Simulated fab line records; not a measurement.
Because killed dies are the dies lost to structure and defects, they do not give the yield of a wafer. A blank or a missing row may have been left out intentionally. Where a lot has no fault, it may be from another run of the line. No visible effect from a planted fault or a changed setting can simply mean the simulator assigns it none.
Chamber matching ; flow n5Finfet ; N5_GATE_CUT_ETCH_36 on rieDiel-02: 4 sister chambers
The step etches SiARC in CF4, target depth 13 nm, time 21.7 s. 24 wafers are shown with their chamber, then 12 later ones without.

WAFERS WITH THEIR CHAMBER
wafer;chamber;drypumpMotorCurrentA (A);showerheadPlenumPTorr (Torr);etchRfOnTimeS (s)
L074.1;1;6.0;2.14;22.1
L074.5;1;6.0;2.14;22.1
L074.6;0;4.8;2.15;22.5
L078.1;2;5.8;2.11;21.2
L078.3;1;6.0;2.14;21.7
L078.5;2;5.8;2.11;21.0
L079.2;3;5.7;2.26;21.6
L079.3;0;4.8;2.14;22.5
L079.6;1;6.0;2.14;22.1
L081.1;1;6.0;2.13;21.7
L081.3;3;5.7;2.26;21.3
L081.6;3;5.7;2.26;21.5
L083.1;0;4.8;2.14;22.5
L083.2;2;5.8;2.11;21.0
L083.3;1;6.0;2.13;21.8
L084.2;2;5.8;2.11;20.8
L084.4;0;4.7;2.14;22.4
L084.5;2;5.8;2.11;21.0
L086.1;1;6.0;2.13;21.9
L086.3;0;4.8;2.14;22.5
L086.4;3;5.7;2.26;21.1
L087.1;1;6.0;2.13;21.9
L087.2;0;4.8;2.14;22.3
L087.5;0;4.8;2.14;22.3

SIGNATURES (means of the wafers above)
reading;chamber 0;chamber 1;chamber 2;chamber 3;scatter within a chamber
drypumpMotorCurrentA;4.786;6.000;5.800;5.700;0.0207
showerheadPlenumPTorr;2.1414;2.1350;2.1100;2.2600;0.00378
etchRfOnTimeS;22.429;21.913;21.000;21.375;0.157
Rule: a wafer's distance from a chamber is the root of the sum, over the readings, of the square of ((its reading less the chamber's mean) divided by the reading's scatter). If the next closest chamber is less than 2 further off than the closest, the wafer can't be placed; otherwise it belongs to the closest. The scatter: the root of (the sum of the squares of (reading less its chamber's mean) over the shown wafers, divided by (wafers less chambers)).

WAFERS MISSING THEIR CHAMBER
wafer;drypumpMotorCurrentA (A);showerheadPlenumPTorr (Torr);etchRfOnTimeS (s)
L094.3;5.8;2.10;21.0
L094.4;4.7;2.14;22.5
L094.5;5.7;2.25;21.5
L095.1;5.7;2.25;21.7
L095.4;4.8;2.13;22.5
L095.6;5.7;2.25;21.5
L096.2;5.7;2.25;21.3
L096.3;6.0;2.12;22.0
L096.4;5.8;2.10;21.0
L097.1;5.8;2.10;20.9
L097.3;6.0;2.12;22.3
L097.6;4.8;2.13;22.5

CHAMBER TAKEN BY EACH
wafer;from the rows above;in truth
L094.3;2;2
L094.4;0;0
L094.5;3;3
L095.1;3;3
L095.4;0;0
L095.6;3;3
L096.2;3;3
L096.3;1;1
L096.4;2;2
L097.1;2;2
L097.3;1;1
L097.6;0;0
Placed correctly: 12 of 12. Not placeable from these rows: 0. 0 placed wrongly.
